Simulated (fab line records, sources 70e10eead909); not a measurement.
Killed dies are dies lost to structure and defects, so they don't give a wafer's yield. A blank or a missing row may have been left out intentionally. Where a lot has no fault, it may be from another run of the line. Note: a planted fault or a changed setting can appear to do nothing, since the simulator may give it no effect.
Matching of chambers || flow nandHarc || NHARC_A_M0_CMP_23 on cmp-01 has 4 sister chambers
The step polishes, t overpolish 20 s, target thk 113.75 nm. 8 wafers are shown with their chamber, then 7 later ones without.

WAFERS WITH THEIR CHAMBER
{"wafer": "L212.3", "chamber": 2, "motorCurrentA (A)": 13.4, "timeToEndpointS (s)": 33.0}
{"wafer": "L212.6", "chamber": 2, "motorCurrentA (A)": 12.5, "timeToEndpointS (s)": 35.2}
{"wafer": "L214.1", "chamber": 3, "motorCurrentA (A)": 10.7, "timeToEndpointS (s)": 33.3}
{"wafer": "L222.1", "chamber": 0, "motorCurrentA (A)": 13.0, "timeToEndpointS (s)": 28.8}
{"wafer": "L222.4", "chamber": 3, "motorCurrentA (A)": 10.6, "timeToEndpointS (s)": 27.4}
{"wafer": "L222.6", "chamber": 1, "motorCurrentA (A)": 11.0, "timeToEndpointS (s)": 30.7}
{"wafer": "L224.1", "chamber": 1, "motorCurrentA (A)": 10.7, "timeToEndpointS (s)": 31.1}
{"wafer": "L224.2", "chamber": 0, "motorCurrentA (A)": 12.6, "timeToEndpointS (s)": 29.9}

WAFERS WITH NO CHAMBER GIVEN
{"wafer": "L224.3", "motorCurrentA (A)": 12.9, "timeToEndpointS (s)": 30.4}
{"wafer": "L228.2", "motorCurrentA (A)": 12.0, "timeToEndpointS (s)": 25.3}
{"wafer": "L228.3", "motorCurrentA (A)": 12.5, "timeToEndpointS (s)": 27.6}
{"wafer": "L228.5", "motorCurrentA (A)": 12.9, "timeToEndpointS (s)": 29.6}
{"wafer": "L233.1", "motorCurrentA (A)": 13.0, "timeToEndpointS (s)": 30.8}
{"wafer": "L233.4", "motorCurrentA (A)": 12.9, "timeToEndpointS (s)": 28.1}
{"wafer": "L233.6", "motorCurrentA (A)": 11.3, "timeToEndpointS (s)": 28.4}

WHICH CHAMBER EACH WENT THROUGH
{"wafer": "L224.3", "from the rows above": "can't be placed: 0 or 2", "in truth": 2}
{"wafer": "L228.2", "from the rows above": "can't be placed: 0 or 1 or 3 or 2", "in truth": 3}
{"wafer": "L228.3", "from the rows above": "can't be placed: 0 or 2", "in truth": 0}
{"wafer": "L228.5", "from the rows above": "can't be placed: 0 or 2", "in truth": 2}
{"wafer": "L233.1", "from the rows above": "can't be placed: 0 or 2", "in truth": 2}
{"wafer": "L233.4", "from the rows above": 0, "in truth": 0}
{"wafer": "L233.6", "from the rows above": "can't be placed: 1 or 3", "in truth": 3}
Placed correctly: 1 of 7. Can't be placed from these rows: 6 (the true chamber is among the candidates in 6). Wrongly placed: 0.
How it was worked out, from the rows above alone: a wafer's distance from a chamber is the root of the sum, over the readings, of the square of ((its reading less the chamber's mean) divided by the reading's scatter). If the next closest chamber is less than 2 further off than the closest, the wafer can't be placed; otherwise it belongs to the closest. A chamber's mean is the mean of its shown wafers. How the scatter is found: for the shown wafers, subtract from each reading the mean of its chamber, square and add these, divide the total by (wafers less chambers), then take the root.
